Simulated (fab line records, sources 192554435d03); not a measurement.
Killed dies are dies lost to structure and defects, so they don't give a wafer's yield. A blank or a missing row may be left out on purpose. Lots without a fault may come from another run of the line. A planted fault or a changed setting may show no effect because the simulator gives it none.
Split-lot experiment | flow n5_finfet | 7 lots, 21 wafers read, on a route of 1938 steps

THE SPLIT
At N5_BEOL_M2_TRENCH_ETCH_37 (etches SiOC in C4F6/O2, target depth 55.555 nm, time 29.2 s), the setting time_s was moved away from the recipe's 29.2 s on 6 of the 21 wafers read, by -12.1% to +18.5%. The other wafers ran this setting at the recipe's value.

FROM THE SPLIT TO THE READING: what the file shows between them, 8 steps
- N5_BEOL_M2_ETCH_41: etches SiCN in CH3F/O2, target depth 29.9 nm, time 52.5 s
- N5_BEOL_M2_STRIP_97: strips in N2/H2, time 10 s
- N5_BEOL_M2_OCD_MEAS_38
- N5_BEOL_M2_HM_STRIP_39: strips TiN in peroxide tin strip, target depth 25 nm, time 158 s
- N5_BEOL_M2_SRD_40: time 30 s
- N5_BEOL_M2_ECD_50: material Cu, target thk 300 nm
- N5_BEOL_M2_ANNEAL_51: time 90 s
- N5_BEOL_M2_CMP_52: polishes, stops on SiOC, t overpolish 6.8 s, target thk 40 nm

THE READING
M2_THK, in nm, at N5_BEOL_M2_THK_MEAS_53 (measures by xrf). Fault-free wafers of this fab line usually give 40.4 nm, standard deviation 1.4 nm.

wafer  | tool, chamber at the split | time_s as run, s | against the recipe | M2_THK, nm | against lot-mates on the recipe
L080.1 | rie_diel-04, 0             | 34.61            | +18.5%             | 48.4       | +9.1
L080.2 | rie_diel-04, 2             | 29.2             | recipe             | 40.2       | -
L080.6 | rie_diel-04, 0             | 29.2             | recipe             | 38.4       | -
L081.2 | rie_diel-01, 0             | 29.2             | recipe             | 39.4       | -
L081.5 | rie_diel-01, 1             | 29.2             | recipe             | 38.8       | -
L081.6 | rie_diel-01, 2             | 29.2             | recipe             | 41.3       | -
L083.1 | rie_diel-03, 3             | 25.66            | -12.1%             | 32.3       | -8.7
L083.2 | rie_diel-03, 0             | 29.2             | recipe             | 41.1       | -
L083.6 | rie_diel-03, 3             | 29.2             | recipe             | 40.8       | -
L087.2 | rie_diel-01, 1             | 29.2             | recipe             | 40.8       | -
L087.5 | rie_diel-01, 2             | 29.2             | recipe             | 39.5       | -
L087.6 | rie_diel-01, 3             | 29.2             | recipe             | 38.7       | -
L089.1 | rie_diel-01, 0             | 29.2             | recipe             | 41.9       | -
L089.3 | rie_diel-01, 2             | 34.27            | +17.4%             | 52.1       | +11.2
L089.4 | rie_diel-01, 3             | 29.2             | recipe             | 39.9       | -
L092.1 | rie_diel-03, 2             | 29.2             | recipe             | 39.6       | -
L092.3 | rie_diel-03, 1             | 34.43            | +17.9%             | 48.4       | +8.6
L092.5 | rie_diel-03, 0             | 29.2             | recipe             | 40.0       | -
L096.1 | rie_diel-01, 3             | 33.68            | +15.3%             | 48.0       | +9.9
L096.3 | rie_diel-01, 0             | 29.2             | recipe             | 38.1       | -
L096.6 | rie_diel-01, 2             | 33.68            | +15.3%             | 49.5       | +11.4

THE FIT
A straight line over all 21 wafers: M2_THK changes by +0.562 nm for each +1% of time_s; r = +0.96; the points scatter about the line by 1.3 nm.
The same after taking each lot's own level away (the mean of its wafers on the recipe; 21 wafers): +0.604 nm for each +1%; r = +0.97; scatter 1.2 nm.
On that fit, the largest move of time_s shifts the reading by 11 nm.
The lots' own levels span 38.10 to 40.95 nm, that is 2.0 times the standard deviation above.
So the lot-to-lot level changes the slope little: the two slopes agree.
Check: with one of the wafers moved furthest among these (+18.5%) left out of the fit, the line predicts +11.6 nm for it against its lot-mates. It came out at +9.1 nm against them.

THE WHOLE CHAIN: every reading that the file lists as answering this split, in the file's order
step                      | what it does                                                  | reading                                                                      | change (the file's fit)               | r (the file's)
N5_BEOL_M2_TRENCH_ETCH_37 | etches SiOC in C4F6/O2, target depth 55.555 nm, time 29.2 s   | etch.depth_nm (the simulator's own value, which no gauge read)               | +0.545 nm for each +1% of the setting | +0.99
N5_BEOL_M2_TRENCH_ETCH_37 | etches SiOC in C4F6/O2, target depth 55.555 nm, time 29.2 s   | BEOL_M2.feature_depth_nm (the simulator's own value, which no gauge read)    | +0.544 nm for each +1% of the setting | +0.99
N5_BEOL_M2_OCD_MEAS_38    |                                                               | trench_depth_nm                                                              | +0.552 nm for each +1% of the setting | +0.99
N5_BEOL_M2_CMP_52         | polishes, stops on SiOC, t overpolish 6.8 s, target thk 40 nm | Cu_of_BEOL_M2_ECD_50.thk_nm (the simulator's own value, which no gauge read) | +0.587 nm for each +1% of the setting | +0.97
N5_BEOL_M2_THK_MEAS_53    | measures by xrf                                               | M2_THK                                                                       | +0.583 for each +1% of the setting    | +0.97

THE FILE'S OWN FIT
M2_THK changes by +0.583 nm for each +1% of time_s, r = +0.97.
